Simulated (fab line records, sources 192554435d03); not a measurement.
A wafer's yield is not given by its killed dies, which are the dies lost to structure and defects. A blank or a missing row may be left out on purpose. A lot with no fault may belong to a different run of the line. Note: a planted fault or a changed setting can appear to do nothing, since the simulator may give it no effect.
Which tool was responsible? | flow n5-finfet | Sampling: 24 lots, 72 wafers, 4 of 1938 route steps

== WHAT THE GAUGES READ, wafer by wafer ==
N5_ZERO_LAYER_INSPECT_20: inspects for defects (darkfield). Usual: 43 for raw-defect-count, sd 21.
lot  | measured    | on                | raw-defect-count | flag
L074 | day 1 13:41 | defect-inspect-02 | 38 25 44         |
L075 | day 1 19:17 | defect-inspect-02 | 35 33 70         |
L076 | day 2 01:15 | defect-inspect-02 | 56 36 20         |
L077 | day 2 07:29 | defect-inspect-01 | 22 25 25         |
L078 | day 2 13:30 | defect-inspect-02 | 53 36 33         |
L079 | day 2 19:16 | defect-inspect-02 | 48 64 64         |
L080 | day 3 01:16 | defect-inspect-01 | 64 77 27         |
L081 | day 3 07:23 | defect-inspect-01 | 29 21 43         |
L082 | day 3 13:16 | defect-inspect-01 | 41 34 55         |
L083 | day 3 19:15 | defect-inspect-01 | 44 62 40         |
L084 | day 4 01:35 | defect-inspect-02 | 25 34 36         |
L085 | day 4 08:08 | defect-inspect-01 | 25 25 24         |
L086 | day 4 14:01 | defect-inspect-02 | 82 61 67         |
L087 | day 4 19:25 | defect-inspect-01 | 72 63 30         |
L088 | day 5 01:23 | defect-inspect-02 | 19 31 22         |
L089 | day 5 07:23 | defect-inspect-02 | 28 44 25         |
L090 | day 5 13:25 | defect-inspect-02 | 22 29 24         |
L091 | day 5 19:28 | defect-inspect-02 | 62 59 54         |
L092 | day 6 01:47 | defect-inspect-02 | 87 38 52         |
L093 | day 6 07:15 | defect-inspect-01 | 30 24 44         |
L094 | day 6 13:27 | defect-inspect-02 | 24 21 46         |
L095 | day 6 19:18 | defect-inspect-02 | 38 34 54         |
L096 | day 7 01:17 | defect-inspect-01 | 28 123 67        |
L097 | day 7 07:23 | defect-inspect-02 | 35 47 39         |

N5_WELL_APT_INSPECT_10: inspects for defects (macro). Usual: 2.1 for raw-defect-count, sd 1.3.
lot  | measured    | on                | raw-defect-count | flag
L074 | day 1 14:10 | defect-inspect-02 | 1 4 3            |
L075 | day 1 19:38 | defect-inspect-02 | 3 2 1            |
L076 | day 2 01:44 | defect-inspect-02 | 5 1 2            |
L077 | day 2 07:51 | defect-inspect-01 | 3 0 0            |
L078 | day 2 13:59 | defect-inspect-01 | 1 1 2            |
L079 | day 2 19:46 | defect-inspect-02 | 1 2 3            |
L080 | day 3 01:38 | defect-inspect-02 | 1 3 2            |
L081 | day 3 07:44 | defect-inspect-02 | 1 1 1            |
L082 | day 3 13:37 | defect-inspect-01 | 0 1 3            |
L083 | day 3 19:44 | defect-inspect-01 | 1 3 3            |
L084 | day 4 01:57 | defect-inspect-02 | 2 0 1            |
L085 | day 4 08:29 | defect-inspect-02 | 1 4 2            |
L086 | day 4 14:22 | defect-inspect-02 | 2 5 2            |
L087 | day 4 19:47 | defect-inspect-02 | 2 2 2            |
L088 | day 5 01:52 | defect-inspect-01 | 1 2 3            |
L089 | day 5 07:52 | defect-inspect-01 | 2 1 1            |
L090 | day 5 13:54 | defect-inspect-01 | 1 4 4            |
L091 | day 5 19:57 | defect-inspect-02 | 3 1 2            |
L092 | day 6 02:08 | defect-inspect-02 | 1 3 1            |
L093 | day 6 07:44 | defect-inspect-02 | 4 2 4            |
L094 | day 6 13:56 | defect-inspect-01 | 2 1 2            |
L095 | day 6 19:39 | defect-inspect-02 | 3 1 2            |
L096 | day 7 01:38 | defect-inspect-02 | 5 3 3            |
L097 | day 7 07:44 | defect-inspect-02 | 2 0 1            |

N5_PMOS_HMC_CHANNEL_EPI_OVL_MEAS_10. Usual: PMOS_HMC_BLK_OVL typically reads 0.5 nm, with standard deviation 0.74.
lot  | measured    | on         | PMOS_HMC_BLK_OVL (nm) | flag
L074 | day 1 17:41 | overlay-02 | -0.1 -0.3 0.0         |
L075 | day 2 00:50 | overlay-02 | 2.1 0.5 0.2           |
L076 | day 2 06:30 | overlay-02 | 0.2 0.5 -0.5          |
L077 | day 2 11:22 | overlay-02 | 0.1 0.8 1.0           |
L078 | day 2 18:16 | overlay-02 | 0.0 -0.6 -0.5         |
L079 | day 2 23:27 | overlay-02 | 0.3 0.0 0.6           |
L080 | day 3 09:20 | overlay-01 | -0.3 0.9 0.7          |
L081 | day 3 11:08 | overlay-02 | 0.6 0.7 0.2           |
L082 | day 3 17:12 | overlay-02 | 0.2 -0.3 -0.5         |
L083 | day 3 22:54 | overlay-02 | 0.1 1.5 -0.3          |
L084 | day 4 06:20 | overlay-01 | 0.8 0.9 1.4           |
L085 | day 4 11:44 | overlay-02 | 0.8 1.8 1.1           |
L086 | day 4 17:49 | overlay-02 | 0.5 1.8 0.4           |
L087 | day 4 23:10 | overlay-02 | 0.5 -1.0 0.6          |
L088 | day 5 05:18 | overlay-01 | 0.6 0.8 0.9           |
L089 | day 5 11:08 | overlay-02 | 0.0 0.1 -0.1          |
L090 | day 5 17:14 | overlay-02 | 2.3 1.2 1.1           |
L091 | day 5 23:47 | overlay-02 | 1.5 1.5 0.0           |
L092 | day 6 06:28 | overlay-01 | 0.7 0.4 -0.5          |
L093 | day 6 11:30 | overlay-02 | 1.4 1.8 2.6           |
L094 | day 6 17:31 | overlay-01 | -0.5 0.2 0.6          |
L095 | day 6 22:55 | overlay-01 | 0.6 1.6 -0.1          |
L096 | day 7 04:52 | overlay-01 | 0.9 0.7 0.5           |
L097 | day 7 11:35 | overlay-01 | -0.7 0.6 0.3          |

== WHICH TOOL RAN EACH LOT (tool, then ch and the chambers of the sampled wafers, then the start) ==
lot  | N5_ZERO_LAYER_ETCH_18
L074 | rie-si-02 ch 0,2, day 1 12:58
L075 | rie-si-03 ch 2,3, day 1 18:47
L076 | rie-si-02 ch 0,1,2, day 2 00:47
L077 | rie-si-05 ch 0,1,3, day 2 07:00
L078 | rie-si-03 ch 1,2,3, day 2 13:02
L079 | rie-si-03 ch 0,2, day 2 18:47
L080 | rie-si-03 ch 0,2,3, day 3 00:48
L081 | rie-si-03 ch 0,1,2, day 3 06:55
L082 | rie-si-03 ch 0,2,3, day 3 12:47
L083 | rie-si-05 ch 0,2, day 3 18:47
L084 | rie-si-02 ch 1,3, day 4 01:06
L085 | rie-si-02 ch 0,3, day 4 07:39
L086 | rie-si-02 ch 0,1, day 4 13:07
L087 | rie-si-02 ch 1,2, day 4 18:57
L088 | rie-si-03 ch 1,2, day 5 00:55
L089 | rie-si-03 ch 0,2,3, day 5 06:55
L090 | rie-si-02 ch 0,1, day 5 12:56
L091 | rie-si-03 ch 0,2,3, day 5 18:55
L092 | rie-si-03 ch 0,1,2, day 6 01:19
L093 | rie-si-03 ch 0,1,2, day 6 06:47
L094 | rie-si-03 ch 0,1,2, day 6 12:59
L095 | rie-si-02 ch 2,3, day 6 18:47
L096 | rie-si-05 ch 0,1,2, day 7 00:47
L097 | rie-si-03 ch 0,2, day 7 06:55
- N5_ZERO_LAYER_ETCH_18: etches Si in HBr/Cl2, target depth 120 nm, time 40 s.

== WHAT THE TOOLS THEMSELVES READ (means of the sampled wafers that have a number; where no wafer has one, the mark that the record gives instead) ==
N5_ZERO_LAYER_ETCH_18. Usual: drypump-motor-current-A 5.8 A, standard deviation 0.41; oes-product-au 0.997 a.u., standard deviation 0.017; throttle-valve-pct 36.0 %, standard deviation 0.38.
lot  | tool      | drypump-motor-current-A (A) | oes-product-au (a.u.) | throttle-valve-pct (%) | flag
L074 | rie-si-02 | 6.0                         | 0.990                 | 36.2                   |
L075 | rie-si-03 | 5.5                         | 0.995                 | 35.9                   |
L076 | rie-si-02 | 5.9                         | 0.987                 | 36.2                   |
L077 | rie-si-05 | 6.1                         | 1.002                 | 36.3                   |
L078 | rie-si-03 | 5.8                         | 1.010                 | 36.0                   |
L079 | rie-si-03 | 5.6                         | 0.985                 | 35.6                   |
L080 | rie-si-03 | 5.4                         | 0.989                 | 35.9                   |
L081 | rie-si-03 | 5.8                         | 0.997                 | 35.7                   |
L082 | rie-si-03 | 5.4                         | 0.987                 | 35.9                   |
L083 | rie-si-05 | 6.2                         | 1.017                 | 36.8                   |
L084 | rie-si-02 | 5.9                         | 0.985                 | 35.9                   |
L085 | rie-si-02 | 5.8                         | 0.991                 | 36.0                   |
L086 | rie-si-02 | 6.1                         | 0.990                 | 36.0                   |
L087 | rie-si-02 | 5.6                         | 0.988                 | 36.4                   |
L088 | rie-si-03 | 6.1                         | 1.012                 | 35.8                   |
L089 | rie-si-03 | 5.4                         | 0.992                 | 35.9                   |
L090 | rie-si-02 | 6.0                         | 0.977                 | 35.9                   |
L091 | rie-si-03 | 5.4                         | 0.986                 | 35.9                   |
L092 | rie-si-03 | 5.9                         | 0.997                 | 35.7                   |
L093 | rie-si-03 | 5.8                         | 0.998                 | 35.7                   |
L094 | rie-si-03 | 5.8                         | 0.992                 | 35.7                   |
L095 | rie-si-02 | 5.5                         | 1.000                 | 36.3                   |
L096 | rie-si-05 | 6.2                         | 1.016                 | 36.4                   |
L097 | rie-si-03 | 5.5                         | 0.979                 | 35.6                   |

== THE ANSWER, worked out from the rows above alone ==
Rule: lot off if the mean of its wafers having a number is beyond 3 standard deviations from the usual mean. Also off: a lot with no number at a reading for which 4 or more lots have one. All remaining lots with rows at the step are treated as sound. First the gauges in route order, then the tools' own readings, where a lot's mean is used as printed above. At the first step where some lot is off, the reading lying furthest off is the one used; lots without a number count as furthest.
Across all readings shown, no lot is off: no conclusion can be drawn from this.

== WHAT THE SIMULATOR HAD INSERTED ==
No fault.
